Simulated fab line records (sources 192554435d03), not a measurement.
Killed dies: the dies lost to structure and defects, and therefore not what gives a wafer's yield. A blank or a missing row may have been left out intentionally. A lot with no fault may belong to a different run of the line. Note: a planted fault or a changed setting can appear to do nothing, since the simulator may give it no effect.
fab line records    flow n5_finfet
record lots=6  wafers=18  last_day=17
route steps=1938 shown HKMG_FIN@449 GATE_CUT@465 BEOL_M4@1111 PASSIVATION@1936
lots that met no fault: from a run of the same line without faults
start_h: start of the lot's first displayed wafer, in hours after the record's first day    wait_h: time in hours since the lot's previous step    " repeats the value in the row above    L1.1+2: a row that stands for several wafers    - either no value or no given start    * or withheld: withheld    < > ~ a bound
route shown NAME@n: NAME is a module with steps in the file, n the number in the route of the first one    usual: the fault-free wafers' mean and standard deviation    same: alike in all rows    chamber/n: place in a boat    sites: per-site readings    _std_site: how widely they spread, as a standard deviation    _edge_site: outer sites' mean less inner sites'    radius_mm: for every site, how far away it sits from the centre of the wafer    mask NAME#n: copy n    behind: tool/chamber where the wafer was last shaped    hold: why the lot was held/for how many hours/how that ended    device: transistor that didn't switch, given as n, p or np    end of line: at the end of the route, the tests of the same wafers    where a step has no rows: the recipe by itself    killed: count of dies lost to structure and defects at first sort (not the wafer's yield)    map: the dies of a wafer, with x for killed, . for not killed, _ for no die there
set.NAME: the setting the step ran with; set.NAME@STEP: the setting that earlier step ran with    model.NAME: the simulator's own value behind a step, which no gauge read
lots at selected steps of the route; one table per step, one row per wafer
services: a tool's chamber out of use, with start hour (start_h, from the record's first day; less than 0 if before it), hours out, and reason
## steps
# step N5_HKMG_FIN_ALD_71
# recipe material=TiN  target_thk_a=10  temp_c=400  ald_precursor_family=TiCl4  ald_co_reactant=NH3  pulse_time_s=1  purge_time_s=3  co_reactant_purge_time_s=2  co_reactant_pulse_time_s=2  ald_cycles=47  pressure_torr=3
# step N5_HKMG_FIN_COAT_66
# recipe resist=SOC  temp_c=250  time_s=60  spin_rpm=1500  resist_thk_nm=300
# step N5_HKMG_FIN_ETCH_67
# recipe chemistry=N2/H2  target=SOC  target_depth_a=3889  stop_on=TiN  ion_energy_ev=100  bias_w=61  pressure_mtorr=30  source_w=850  n2_flow_sccm=200  h2_flow_sccm=200
# step N5_HKMG_FIN_STRIP_90
# recipe chemistry=N2/H2  material=SOC  time_s=20  power_w=500  temp_c=40  pressure_mtorr=50  rf_frequency_hz=6e+07  bias_power_w=8  h2_frac=0.5  n2_flow_sccm=300  h2_flow_sccm=300
# step N5_HKMG_FIN_WET_ETCH_73
# recipe chemistry=SC1  mix=1:2:40  temp_c=50  time_s=42.3  target_depth_nm=1.3  dry=ipa_marangoni  rinse_time_s=30  rinse_temp_c=23
# step N5_HKMG_FIN_ETCHBACK_68
# recipe chemistry=Cl2/Ar  stop_on=HfO2  target_depth_a=5  pressure_mtorr=10  icp_w=600  bias_w=60  Cl2_flow_sccm=40  Ar_flow_sccm=60
# step N5_HKMG_FIN_STRIP_69
# recipe chemistry=N2/H2  power_w=2500  temp_c=300  h2_frac=0.65  time_s=360  pressure_mtorr=withheld  n2_flow_sccm=1750  h2_flow_sccm=3250
# step N5_HKMG_FIN_ALD_21
# recipe material=TiN  target_thk_a=15  temp_c=400  ald_precursor_family=TiCl4  ald_co_reactant=NH3  pulse_time_s=1  purge_time_s=3  co_reactant_purge_time_s=2  co_reactant_pulse_time_s=2  ald_cycles=68  pressure_torr=3
# usual heater_power_w=951/76  precursor_pulse_height_rel=0.999/0.019
lot.wafer  tool          chamber  start_h  wait_h  heater_power_w  precursor_pulse_height_rel
L311.2     ald_metal-01  1        147.06   0.3     818             1.021
L311.3     "             3        "        "       981             0.988
L311.6     "             3        "        "       945             1.018
L315.2     ald_metal-03  2        169.80   0.3     935             0.970
L315.4     "             3        "        "       922             0.980
L315.6     "             1        "        "       1119            1.010
L319.1     ald_metal-03  0        195.31   0.3     918             1.017
L319.3     "             1        "        "       1090            0.977
L319.6     "             3        "        "       967             0.979
L320.2     ald_metal-03  2        199.69   0.3     940             1.001
L320.3     "             0        "        "       895             1.004
L320.6     "             2        "        "       919             0.971
L321.1     ald_metal-02  0        204.42   0.3     894             0.978
L321.3     "             2        "        "       963             1.018
L321.4     "             3        "        "       861             1.022
L323.1     ald_metal-01  3        220.90   0.3     962             0.989
L323.2     "             1        "        "       852             0.987
L323.6     "             0        "        "       1096            0.992
# step N5_HKMG_FIN_ALD_72
# recipe material=W  target_thk_a=20  temp_c=300  pressure_torr=7.5  ald_precursor_family=WF6  ald_co_reactant=B2H6  pulse_time_s=1  purge_time_s=2  co_reactant_purge_time_s=2  co_reactant_pulse_time_s=3  ald_cycles=7
# usual heater_power_w=498/28  precursor_pulse_height_rel=0.999/0.018
lot.wafer  tool      chamber  start_h  wait_h  heater_power_w  precursor_pulse_height_rel
L311.2     cvd_w-02  1        147.42   0.2     537             0.969
L311.3     "         0        "        "       460             0.978
L311.6     "         0        "        "       457             1.025
L315.2     cvd_w-01  1        170.16   0.2     515             1.011
L315.4     "         0        "        "       488             0.997
L315.6     "         0        "        "       485             1.001
L319.1     cvd_w-01  0        195.67   0.2     494             0.980
L319.3     "         0        "        "       466             1.006
L319.6     "         1        "        "       524             1.001
L320.2     cvd_w-01  0        200.05   0.2     474             1.001
L320.3     "         0        "        "       489             1.015
L320.6     "         0        "        "       495             0.977
L321.1     cvd_w-02  0        204.78   0.2     452             0.986
L321.3     "         1        "        "       538             1.023
L321.4     "         0        "        "       461             1.019
L323.1     cvd_w-02  0        221.26   0.2     464             1.007
L323.2     "         1        "        "       536             0.989
L323.6     "         0        "        "       461             1.009
# step N5_HKMG_FIN_W_FILL_22
# recipe material=W  target_thk_a=600  temp_c=400  pressure_torr=39.4  time_s=18.2
# usual heater_power_w=891/46  throttle_valve_pct=19.8/1.2
lot.wafer  tool      chamber  start_h  wait_h  heater_power_w  throttle_valve_pct
L311.2     cvd_w-02  1        147.48   0.0     953             20.5
L311.3     "         0        "        "       830             21.1
L311.6     "         0        "        "       811             21.3
L315.2     cvd_w-01  1        170.23   0.0     931             18.6
L315.4     "         0        "        "       881             19.2
L315.6     "         0        "        "       868             19.3
L319.1     cvd_w-01  0        195.73   0.0     887             19.4
L319.3     "         0        "        "       883             19.3
L319.6     "         1        "        "       913             18.5
L320.2     cvd_w-01  0        200.11   0.0     893             19.2
L320.3     "         0        "        "       875             19.2
L320.6     "         0        "        "       878             19.4
L321.1     cvd_w-02  0        204.84   0.0     812             21.6
L321.3     "         1        "        "       930             20.8
L321.4     "         0        "        "       843             21.5
L323.1     cvd_w-02  0        221.33   0.0     832             21.5
L323.2     "         1        "        "       938             20.8
L323.6     "         0        "        "       815             21.5
# step N5_HKMG_FIN_PRECLEAN_83
# recipe chemistry=DIW  time_s=57.5  temp_c=23
# step N5_HKMG_FIN_SRD_84
# recipe dry_time_s=32  dry=n2_spin  spin_rpm=1500
# step N5_HKMG_FIN_CMP_23
# recipe stop_on=SiNx  t_overpolish_s=10  post_cmp_clean=rinse_only  down_force_psi=4  platen_rpm=50.289  pad_velocity_m_s=1.0006  target_thk_nm=46.326
# usual edge_zone_pressure_frac=1.000/0.0046  motor_current_A=12.3/0.76  overpolish_run_s=10.001/0.01  retaining_ring_pressure_frac=1.000/0.0047  time_to_endpoint_s=12.5/2
lot.wafer  tool    chamber  start_h  wait_h  edge_zone_pressure_frac  motor_current_A  overpolish_run_s  retaining_ring_pressure_frac  time_to_endpoint_s  model.W_of_HKMG_FIN_W_FILL_22.thk_nm
L311.2     cmp-02  1        147.59   0.0     1.005                    12.5             10.017            1.000                         14.7                48.4
L311.3     "       0        "        "       1.000                    12.4             10.002            1.003                         13.6                47.4
L311.6     "       1        "        "       0.997                    13.0             9.996             1.003                         15.2                48.6
L315.2     cmp-04  1        170.33   0.0     1.004                    12.8             10.020            0.998                         11.4                48.6
L315.4     "       2        "        "       1.001                    11.1             10.014            0.994                         11.6                47.6
L315.6     "       1        "        "       1.008                    12.3             9.994             0.999                         13.0                45.6
L319.1     cmp-02  1        195.92   0.1     1.003                    13.0             9.994             0.995                         14.6                47.8
L319.3     "       2        "        "       0.999                    13.6             10.003            1.002                         3.9                 45.2
L319.6     "       0        "        "       0.998                    12.4             10.003            1.002                         10.4                46.8
L320.3     cmp-02  3        200.30   0.1     1.001                    11.1             9.998             0.996                         5.2                 45
L320.2     "       0        "        "       0.996                    12.3             10.011            1.007                         9.7                 46.8
L320.6     "       3        "        "       1.002                    11.1             10.019            1.001                         12.2                46.4
L321.4     cmp-03  1        204.95   0.0     0.998                    12.9             9.994             1.002                         9.2                 46.4
L321.3     "       3        "        "       1.000                    12.8             10.012            0.997                         12.5                46.4
L321.1     "       0        "        "       1.001                    12.4             9.998             1.007                         10.2                47
L323.1     cmp-04  3        221.58   0.2     1.004                    11.6             9.996             1.002                         14.0                47.2
L323.2     "       2        "        "       1.001                    11.9             10.008            0.999                         11.7                46.6
L323.6     "       3        "        "       1.003                    12.3             9.997             0.998                         13.3                48.2
# step N5_HKMG_FIN_CMP_94
# recipe stop_on=SiNx  post_cmp_clean=w_dilute_nh4oh  t_overpolish_s=4.7  down_force_psi=4  platen_rpm=50.289  pad_velocity_m_s=1.0006  target_thk_nm=43.299
# step N5_HKMG_FIN_INSPECT_28
# recipe inspect_instrument=darkfield  mode=post_cmp
# usual raw_defect_count=47/17
lot.wafer  tool               chamber  start_h  wait_h  raw_defect_count
L311.2     defect_inspect-02  -        148.30   0.0     66
L311.3     "                  -        "        "       67
L311.6     "                  -        "        "       48
L315.2     defect_inspect-02  -        171.05   0.0     30
L315.4     "                  -        "        "       35
L315.6     "                  -        "        "       31
L319.1     defect_inspect-02  -        196.55   0.0     42
L319.3     "                  -        "        "       63
L319.6     "                  -        "        "       80
L320.2     defect_inspect-01  -        200.93   0.0     38
L320.3     "                  -        "        "       49
L320.6     "                  -        "        "       48
L321.1     defect_inspect-02  -        205.66   0.0     48
L321.3     "                  -        "        "       28
L321.4     "                  -        "        "       45
L323.1     defect_inspect-01  -        222.29   0.0     68
L323.2     "                  -        "        "       71
L323.6     "                  -        "        "       61
# step N5_GATE_CUT_ETCHBACK_00
# recipe chemistry=SF6/Cl2  target=W  pressure_mtorr=8  icp_w=900  bias_w=80  SF6_flow_sccm=40  Cl2_flow_sccm=60
# usual drypump_motor_current_A=5.8/0.33  oes_product_au=0.74/0.078  throttle_valve_pct=27.7/0.35
lot.wafer  tool          chamber  start_h  wait_h  drypump_motor_current_A  oes_product_au  rf_hours_counter_h  throttle_valve_pct  model.SiNx_of_SDB_ALD_29.thk_nm
L311.2     rie_metal-01  1        148.38   0.1     6.3                      0.76            -                   28.1                27.2
L311.3     "             1        "        "       6.3                      0.76            -                   28.1                27.2
L311.6     "             1        "        "       6.3                      0.76            -                   28.1                27.2
L315.2     rie_metal-01  0        171.08   0.0     5.4                      0.63            114                 27.8                26.8
L315.4     "             0        "        "       5.3                      0.63            -                   27.8                27.2
L315.6     "             1        "        "       6.3                      0.75            -                   28.1                27.4
L319.1     rie_metal-02  0        196.59   0.0     5.4                      0.77            43                  27.2                27.4
L319.3     "             1        "        "       6.0                      0.72            -                   27.7                27
L319.6     "             0        "        "       5.4                      0.77            -                   27.2                27.4
L320.2     rie_metal-01  0        200.97   0.0     5.4                      0.63            116                 27.8                27.2
L320.3     "             1        "        "       6.3                      0.74            -                   28.1                26.8
L320.6     "             1        "        "       6.3                      0.75            -                   28.2                27.2
L321.1     rie_metal-02  0        205.69   0.0     5.4                      0.77            44                  27.2                27.6
L321.3     "             1        "        "       6.0                      0.72            -                   27.7                27.6
L321.4     "             0        "        "       5.4                      0.76            -                   27.2                27
L323.1     rie_metal-02  0        222.32   0.0     5.4                      0.76            45                  27.2                27.6
L323.2     "             1        "        "       6.0                      0.71            77                  27.7                27.6
L323.6     "             0        "        "       5.4                      0.76            -                   27.2                27.4
# step N5_GATE_CUT_ETCH_56
# recipe chemistry=Cl2/Ar  target=TiN  target_depth_a=216  pressure_mtorr=10  icp_w=600  bias_w=60  Cl2_flow_sccm=40  Ar_flow_sccm=60
# usual drypump_motor_current_A=5.8/0.34  oes_product_au=0.74/0.075  throttle_valve_pct=20.95/0.3
lot.wafer  tool          chamber  start_h  wait_h  drypump_motor_current_A  oes_product_au  rf_hours_counter_h  throttle_valve_pct
L311.2     rie_metal-01  1        148.61   0.2     6.3                      0.76            -                   21.23
L311.3     "             1        "        "       6.3                      0.76            -                   21.24
L311.6     "             1        "        "       6.4                      0.77            -                   21.24
L315.2     rie_metal-01  0        171.20   0.1     5.4                      0.62            114                 21.17
L315.4     "             0        "        "       5.3                      0.61            -                   21.19
L315.6     "             1        "        "       6.4                      0.76            -                   21.26
L319.1     rie_metal-02  0        196.71   0.1     5.4                      0.76            43                  20.50
L319.3     "             1        "        "       5.9                      0.74            -                   20.94
L319.6     "             0        "        "       5.4                      0.76            -                   20.52
L320.2     rie_metal-01  0        201.09   0.1     5.4                      0.61            116                 21.20
L320.3     "             1        "        "       6.3                      0.75            -                   21.25
L320.6     "             1        "        "       6.3                      0.74            -                   21.24
L321.1     rie_metal-02  0        205.81   0.1     5.4                      0.75            44                  20.55
L321.3     "             1        "        "       6.0                      0.73            -                   20.97
L321.4     "             0        "        "       5.4                      0.75            -                   20.54
L323.1     rie_metal-02  0        222.44   0.1     5.4                      0.75            46                  20.53
L323.2     "             1        "        "       5.9                      0.73            77                  20.98
L323.6     "             0        "        "       5.4                      0.75            -                   20.51
# step N5_GATE_CUT_ETCHBACK_30
# recipe chemistry=Cl2/Ar  target=TiN  target_depth_a=30  mode=isotropic  pressure_mtorr=10  icp_w=600  bias_w=60  Cl2_flow_sccm=40  Ar_flow_sccm=60
# usual drypump_motor_current_A=5.8/0.34  oes_product_au=0.74/0.075  throttle_valve_pct=20.95/0.3
lot.wafer  tool          chamber  start_h  wait_h  drypump_motor_current_A  oes_product_au  rf_hours_counter_h  throttle_valve_pct  model.SiNx_of_SDB_ALD_29.thk_nm
L311.2     rie_metal-01  1        148.77   0.1     6.4                      0.77            -                   21.22               27.2
L311.3     "             1        "        "       6.4                      0.76            -                   21.23               27.2
L311.6     "             1        "        "       6.4                      0.75            -                   21.25               27.2
L315.2     rie_metal-01  0        171.29   0.1     5.3                      0.62            114                 21.19               26.8
L315.4     "             0        "        "       5.3                      0.61            -                   21.20               27.2
L315.6     "             1        "        "       6.4                      0.75            -                   21.24               27.4
L319.1     rie_metal-02  0        196.80   0.1     5.4                      0.76            43                  20.53               27.2
L319.3     "             1        "        "       6.0                      0.73            -                   20.95               27
L319.6     "             0        "        "       5.4                      0.76            -                   20.52               27.2
L320.2     rie_metal-01  0        201.18   0.1     5.4                      0.61            116                 21.22               27
L320.3     "             1        "        "       6.4                      0.75            -                   21.28               26.8
L320.6     "             1        "        "       6.4                      0.74            -                   21.26               27.2
L321.1     rie_metal-02  0        205.90   0.1     5.4                      0.75            44                  20.54               27.4
L321.3     "             1        "        "       6.0                      0.73            -                   20.99               27.4
L321.4     "             0        "        "       5.4                      0.75            -                   20.53               27
L323.1     rie_metal-02  0        222.53   0.1     5.4                      0.76            46                  20.52               27.4
L323.2     "             1        "        "       6.0                      0.72            77                  20.99               27.4
L323.6     "             0        "        "       5.4                      0.74            -                   20.54               27.4
# step N5_GATE_CUT_VAPOR_ETCH_60
# recipe chemistry=BCl3/Cl2  target=HfO2  mode=isotropic
# usual drypump_motor_current_A=5.8/0.34  oes_product_au=0.74/0.076
lot.wafer  tool          chamber  start_h  wait_h  drypump_motor_current_A  oes_product_au
L311.2     rie_metal-01  1        148.83   0.1     6.4                      0.77
L311.3     "             1        "        "       6.4                      0.77
L311.6     "             1        "        "       6.4                      0.77
L315.2     rie_metal-01  0        171.32   0.0     5.3                      0.62
L315.4     "             0        "        "       5.3                      0.62
L315.6     "             1        "        "       6.3                      0.76
L319.1     rie_metal-02  0        196.83   0.0     5.4                      0.75
L319.3     "             1        "        "       6.0                      0.72
L319.6     "             0        "        "       5.4                      0.75
L320.2     rie_metal-01  0        201.21   0.0     5.4                      0.62
L320.3     "             1        "        "       6.3                      0.76
L320.6     "             1        "        "       6.4                      0.75
L321.1     rie_metal-02  0        205.93   0.0     5.4                      0.77
L321.3     "             1        "        "       5.9                      0.73
L321.4     "             0        "        "       5.4                      0.76
L323.1     rie_metal-02  0        222.56   0.0     5.4                      0.76
L323.2     "             1        "        "       6.0                      0.72
L323.6     "             0        "        "       5.4                      0.75
# step N5_BEOL_M4_RC_MEAS_101
# usual DIBL_N=37.3/2.3  DIBL_P=37.4/2.9  IOFF_N=0.18/0.045  IOFF_P=0.25/0.054  ION_N=679/15  ION_P=468/9.7  SS_N=71.8/0.62  SS_P=73.6/0.76  VT_N=248/4.1  VT_P=-248/3.6
lot.wafer  tool       chamber  start_h  wait_h  DIBL_N[mV/V]  DIBL_P[mV/V]  IOFF_N[nA/um]  IOFF_P[nA/um]  ION_N[uA/um]  ION_P[uA/um]  SS_N[mV/dec]  SS_P[mV/dec]  VT_N[mV]  VT_P[mV]
L311.2     prober-02  0        236.62   0.2     37.3          38.8          0.20           0.23           690           473           72.1          74.6          243       -251
L311.3     "          0        "        "       39.6          40.5          0.21           0.26           678           456           72.7          75.0          249       -251
L311.6     "          0        "        "       38.1          38.6          0.18           0.22           669           454           72.2          74.0          250       -252
L315.2     prober-01  0        262.46   0.2     36.2          34.5          0.16           0.22           669           462           71.3          73.0          248       -248
L315.4     "          0        "        "       37.2          37.1          0.18           0.26           674           463           71.6          73.6          248       -244
L315.6     "          0        "        "       43.3          43.2          0.35           0.41           720           493           73.3          75.6          239       -240
L319.1     prober-02  0        274.50   0.0     37.5          36.1          0.14           0.21           661           460           71.6          73.9          252       -252
L319.3     "          0        "        "       37.7          35.9          0.15           0.21           648           447           72.1          73.1          256       -251
L319.6     "          0        "        "       37.0          35.5          0.14           0.21           665           464           71.4          73.7          252       -252
L320.2     prober-01  0        292.18   0.2     41.3          43.0          0.27           0.40           708           496           73.1          74.5          242       -240
L320.3     "          0        "        "       40.9          42.5          0.25           0.37           685           481           72.1          74.9          242       -241
L320.6     "          0        "        "       39.7          41.2          0.23           0.33           675           475           71.7          74.3          245       -243
L321.1     prober-02  0        295.73   0.0     36.8          36.7          0.16           0.20           677           458           71.4          73.5          249       -253
L321.3     "          0        "        "       34.5          34.0          0.11           0.16           647           445           71.7          73.0          257       -256
L321.4     "          0        "        "       37.9          37.0          0.18           0.20           688           465           72.3          72.4          247       -251
L323.1     prober-02  0        301.45   0.0     37.2          36.9          0.20           0.31           704           488           71.1          73.8          247       -243
L323.2     "          0        "        "       34.1          32.9          0.12           0.21           657           469           71.4          73.2          256       -249
L323.6     "          0        "        "       37.6          36.2          0.18           0.26           673           471           72.6          73.4          249       -246
# step N5_PASSIVATION_PROBE_49
# usual defect_limited_yield=91.3/1.5  killed_at_M0_to_M3=35/8.7  killed_at_M4_up=14/5.5  killed_at_contacts=11/5.6  killed_at_front_end=39/13  killed_at_other=3.7/2.2  killed_dies=103/18  killed_on_rim=14/4.4  killed_open=69/14  killed_short=33/7.8  sort_bin_4_leakage=0.02/0.15  sort_bin_5_function=5.1/0.99  sort_bin_6_memory=3.3/0.67  sort_bin_8_speed=0.02/0.17  sort_n_pass=1077/18  sort_yield_pct=91.2/1.5
# same gross_dies=1180  killed_at_back_side=0
lot.wafer  tool       chamber  start_h  wait_h  defect_limited_yield[%]  killed_at_M0_to_M3  killed_at_M4_up  killed_at_contacts  killed_at_front_end  killed_at_other  killed_dies  killed_on_rim  killed_open  killed_short  sort_bin_4_leakage[%]  sort_bin_5_function[%]  sort_bin_6_memory[%]  sort_bin_8_speed[%]  sort_n_pass  sort_yield_pct[%]
L311.2     prober-02  -        350.47   0.1     91.4                     54                  9                13                  23                   2                101          18             73           28            0                      5.1                     3.0                   0                    1079         91.4
L311.3     prober-02  -        350.52   0.1     90.4                     49                  22               14                  26                   2                113          16             80           32            0                      5.8                     3.6                   0                    1067         90.4
L311.6     prober-02  -        350.67   0.3     92.5                     37                  7                26                  14                   4                88           12             67           21            0                      4.5                     2.6                   0                    1092         92.5
L315.2     prober-02  -        376.61   0.1     90.0                     30                  22               21                  36                   9                118          16             90           28            0                      5.8                     4.1                   0                    1062         90.0
L315.4     prober-02  -        376.71   0.2     91.5                     37                  12               8                   38                   5                100          17             69           31            0                      5.2                     3.0                   0                    1080         91.5
L315.6     prober-02  -        376.81   0.3     92.8                     18                  8                16                  37                   6                85           10             55           30            1.78                   3.7                     3.4                   0                    1074         91.0
L319.1     prober-02  -        381.72   0.0     90.7                     37                  5                15                  51                   2                110          24             83           24            0                      5.7                     3.4                   0                    1070         90.7
L319.3     prober-02  -        381.82   0.1     90.4                     37                  17               10                  44                   5                113          13             68           44            0                      5.0                     4.1                   0                    1067         90.4
L319.6     prober-02  -        381.97   0.3     88.2                     58                  21               11                  46                   3                139          13             100          34            0                      6.8                     4.3                   0                    1041         88.2
L323.1     prober-01  -        404.94   0.0     89.7                     42                  17               18                  43                   1                121          22             71           48            0                      6.6                     3.4                   0                    1059         89.7
L323.2     prober-01  -        404.99   0.1     89.5                     44                  13               22                  45                   0                124          15             83           41            0                      6.8                     3.5                   0                    1056         89.5
L323.6     prober-01  -        405.19   0.3     89.0                     46                  24               10                  49                   1                130          19             79           50            0                      6.4                     4.0                   0                    1050         89.0
L320.2     prober-02  -        412.47   0.1     89.7                     34                  12               12                  61                   3                122          15             77           42            0.08                   5.8                     3.6                   0                    1057         89.6
L320.3     prober-02  -        412.52   0.1     90.3                     40                  8                17                  47                   2                114          18             70           44            0                      6.3                     3.1                   0                    1066         90.3
L320.6     prober-02  -        412.67   0.3     91.0                     32                  13               10                  47                   4                106          8              59           38            0                      4.9                     2.7                   0                    1074         91.0
L321.1     prober-01  -        413.40   0.0     90.3                     27                  14               16                  57                   1                115          14             80           34            0                      5.3                     4.2                   0                    1065         90.3
L321.3     prober-01  -        413.50   0.1     91.9                     29                  20               5                   42                   0                96           11             69           24            0                      4.5                     3.2                   0.17                 1082         91.7
L321.4     prober-01  -        413.55   0.2     91.9                     32                  11               11                  42                   0                96           12             71           22            0                      4.5                     3.5                   0                    1084         91.9
# killed by level:class
L311.2 BEOL_M2:geometric_particle:open=15 MOL_CONTACT_COAG:geometric_particle:open=9 BEOL_M0_SAQP:geometric_particle:short=8 BEOL_M1:geometric_particle:open=8 BEOL_M0_SAQP:geometric_particle:open=7 BEOL_M3:geometric_particle:open=7 FIN_SAQP:geometric_particle:open=5 GATE_CUT:geometric_particle:short=5
L311.3 BEOL_M4:geometric_particle:open=11 MOL_CONTACT_COAG:geometric_particle:open=10 FIN_SAQP:geometric_particle:open=9 BEOL_M0:geometric_particle:open=9 BEOL_M0_SAQP:geometric_particle:open=8 BEOL_M0_SAQP:geometric_particle:short=6 BEOL_M2:geometric_particle:open=6 BEOL_M1:geometric_particle:open=6
L311.6 MOL_CONTACT_COAG:geometric_particle:open=24 BEOL_M0_SAQP:geometric_particle:open=8 BEOL_M0:geometric_particle:open=8 BEOL_M2:geometric_particle:open=7 FIN_SAQP:geometric_particle:open=5 BEOL_M0_SAQP:geometric_particle:short=4 BEOL_M4:geometric_particle:open=4 BEOL_M2:geometric_particle:short=3
L315.2 BEOL_M4:geometric_particle:open=20 MOL_CONTACT_COAG:geometric_particle:open=19 FIN_SAQP:geometric_particle:open=7 BEOL_M0_SAQP:geometric_particle:open=7 BEOL_M1:geometric_particle:open=7 FIN_SAQP:geometric_particle:short=6 DUMMY_GATE:geometric_particle:open=4 BEOL_M2:geometric_particle:open=4
L315.4 STI_FIN_REVEAL:geometric_particle:open=12 BEOL_M0_SAQP:geometric_particle:open=9 BEOL_M0_SAQP:geometric_particle:short=8 MOL_CONTACT_COAG:geometric_particle:open=7 BEOL_M4:geometric_particle:open=7 FIN_SAQP:geometric_particle:open=6 BEOL_M1:geometric_particle:open=5 BEOL_M3:geometric_particle:open=5
L315.6 FIN_SAQP:geometric_particle:short=9 MOL_CONTACT_COAG:geometric_particle:open=9 BEOL_M1:geometric_particle:open=9 FIN_SAQP:geometric_particle:open=8 MOL_CONTACT_COAG:geometric_particle:short=7 STI_FIN_REVEAL:geometric_particle:open=5 BEOL_M4:geometric_particle:open=5 BEOL_M0_SAQP:geometric_particle:open=4
L319.1 STI_FIN_REVEAL:geometric_particle:open=16 MOL_CONTACT_COAG:geometric_particle:open=14 BEOL_M3:geometric_particle:open=11 BEOL_M2:geometric_particle:open=10 FIN_SAQP:geometric_particle:open=9 ILD0:geometric_particle:open=5 DUMMY_GATE:geometric_particle:open=4 ILD0:geometric_particle:short=4
L319.3 BEOL_M3:geometric_particle:open=12 BEOL_M2:geometric_particle:open=10 ILD0:geometric_particle:short=7 MOL_CONTACT_COAG:geometric_particle:open=7 STI_FIN_REVEAL:geometric_particle:open=6 BEOL_M4:geometric_particle:short=6 DUMMY_GATE:geometric_particle:open=5 DUMMY_GATE:geometric_particle:short=5
L319.6 BEOL_M3:geometric_particle:open=13 BEOL_M1:geometric_particle:open=13 BEOL_M0_SAQP:geometric_particle:open=11 STI_FIN_REVEAL:geometric_particle:open=10 MOL_CONTACT_COAG:geometric_particle:open=10 BEOL_M0_SAQP:geometric_particle:short=9 BEOL_M2:geometric_particle:open=6 ILD0:geometric_particle:short=5
L323.1 MOL_CONTACT_COAG:geometric_particle:open=14 STI_FIN_REVEAL:geometric_particle:open=11 BEOL_M3:geometric_particle:short=10 FIN_SAQP:geometric_particle:open=9 BEOL_M0_SAQP:geometric_particle:short=7 GATE_CUT:geometric_particle:short=6 BEOL_M0_SAQP:geometric_particle:open=6 BEOL_M3:geometric_particle:open=6
L323.2 BEOL_M0_SAQP:geometric_particle:open=19 MOL_CONTACT_COAG:geometric_particle:open=18 FIN_SAQP:geometric_particle:short=11 FIN_SAQP:geometric_particle:open=10 BEOL_M0_SAQP:geometric_particle:short=10 BEOL_M4:geometric_particle:open=10 STI_FIN_REVEAL:geometric_particle:open=7 MOL_CONTACT_COAG:geometric_particle:short=4
L323.6 BEOL_M0_SAQP:geometric_particle:short=14 FIN_SAQP:geometric_particle:short=12 FIN_SAQP:geometric_particle:open=12 STI_FIN_REVEAL:geometric_particle:open=12 BEOL_M0_SAQP:geometric_particle:open=11 BEOL_M4:geometric_particle:open=10 BEOL_M3:geometric_particle:open=8 MOL_CONTACT_COAG:geometric_particle:open=6
L320.2 FIN_SAQP:geometric_particle:short=15 STI_FIN_REVEAL:geometric_particle:open=14 MOL_CONTACT_COAG:geometric_particle:open=11 FIN_SAQP:geometric_particle:open=10 BEOL_M1:geometric_particle:open=10 BEOL_M3:geometric_particle:open=6 DUMMY_GATE:geometric_particle:open=5 BEOL_M0_SAQP:geometric_particle:short=5
L320.3 MOL_CONTACT_COAG:geometric_particle:open=14 FIN_SAQP:geometric_particle:short=10 BEOL_M1:geometric_particle:open=9 STI_FIN_REVEAL:geometric_particle:open=8 BEOL_M0_SAQP:geometric_particle:short=8 BEOL_M3:geometric_particle:open=8 FIN_SAQP:geometric_particle:open=7 DUMMY_GATE:geometric_particle:open=7
L320.6 STI_FIN_REVEAL:geometric_particle:open=11 HKMG_FIN:area_etch=9 MOL_CONTACT_COAG:geometric_particle:open=8 BEOL_M2:geometric_particle:open=6 BEOL_M0_SAQP:geometric_particle:short=5 BEOL_M3:geometric_particle:open=5 FIN_SAQP:geometric_particle:open=4 GATE_CUT:geometric_particle:short=4
L321.1 FIN_SAQP:geometric_particle:open=26 MOL_CONTACT_COAG:geometric_particle:open=13 FIN_SAQP:geometric_particle:short=9 STI_FIN_REVEAL:geometric_particle:open=7 BEOL_M0_SAQP:geometric_particle:short=7 BEOL_M3:geometric_particle:open=6 BEOL_M4:geometric_particle:open=5 ILD0:geometric_particle:open=4
L321.3 FIN_SAQP:geometric_particle:open=19 BEOL_M3:geometric_particle:open=9 FIN_SAQP:geometric_particle:short=7 BEOL_M0_SAQP:geometric_particle:open=7 BEOL_M4:geometric_particle:open=7 MOL_CONTACT_COAG:geometric_particle:open=5 BEOL_M0_SAQP:geometric_particle:short=5 BEOL_M5:geometric_particle:open=5
L321.4 FIN_SAQP:geometric_particle:open=18 BEOL_M3:geometric_particle:open=14 MOL_CONTACT_COAG:geometric_particle:open=9 STI_FIN_REVEAL:geometric_particle:open=6 FIN_SAQP:geometric_particle:short=5 BEOL_M1:geometric_particle:open=5 BEOL_M3:geometric_particle:short=5 BEOL_M5:geometric_particle:open=4
## services
tool          chamber  start_h  hours  kind
cmp-02        -        127.19   4.0    pm
cmp-04        -        129.22   6.5    pm
cmp-02        -        131.19   -      consumable_replace:conditioner
cmp-02        -        131.19   -      consumable_replace:pad
rie_metal-01  0        136.66   11.7   repair
cvd_w-01      0        142.14   2.4    repair
ald_metal-02  -        178.07   6.0    pm
cmp-02        -        179.60   1.8    repair
cmp-04        -        184.25   1.1    repair
cvd_w-02      -        193.81   1.1    repair
cmp-04        -        198.19   22.5   repair
cmp-03        -        221.66   4.0    pm
## key
first_sign step=N5_HKMG_FIN_CMP_23  reading=time_to_endpoint_s  direction=down  sigmas=3.9  usual=*  struck=*
effect none on later readings
model_effect step=N5_HKMG_FIN_CMP_23  value=W_of_HKMG_FIN_W_FILL_22.thk_nm  without=47.1  struck=45.1
model_effect step=N5_GATE_CUT_ETCHBACK_00  value=SiNx_of_SDB_ALD_29.thk_nm  without=27.3  struck=26.9
model_effect step=N5_GATE_CUT_ETCHBACK_30  value=SiNx_of_SDB_ALD_29.thk_nm  without=27.3  struck=26.9
met_at N5_HKMG_FIN_CMP_23
struck_wafers L319.3,L320.3
onset_between 147.59 195.92
fault kind=process_parameter_drift  tool=cmp-02  chamber=-  onset_h=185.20  steps=N5_HKMG_FIN_CMP_23  channel=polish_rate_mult  offset=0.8  shape=step  end_h=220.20  scope=struck_wafers_only
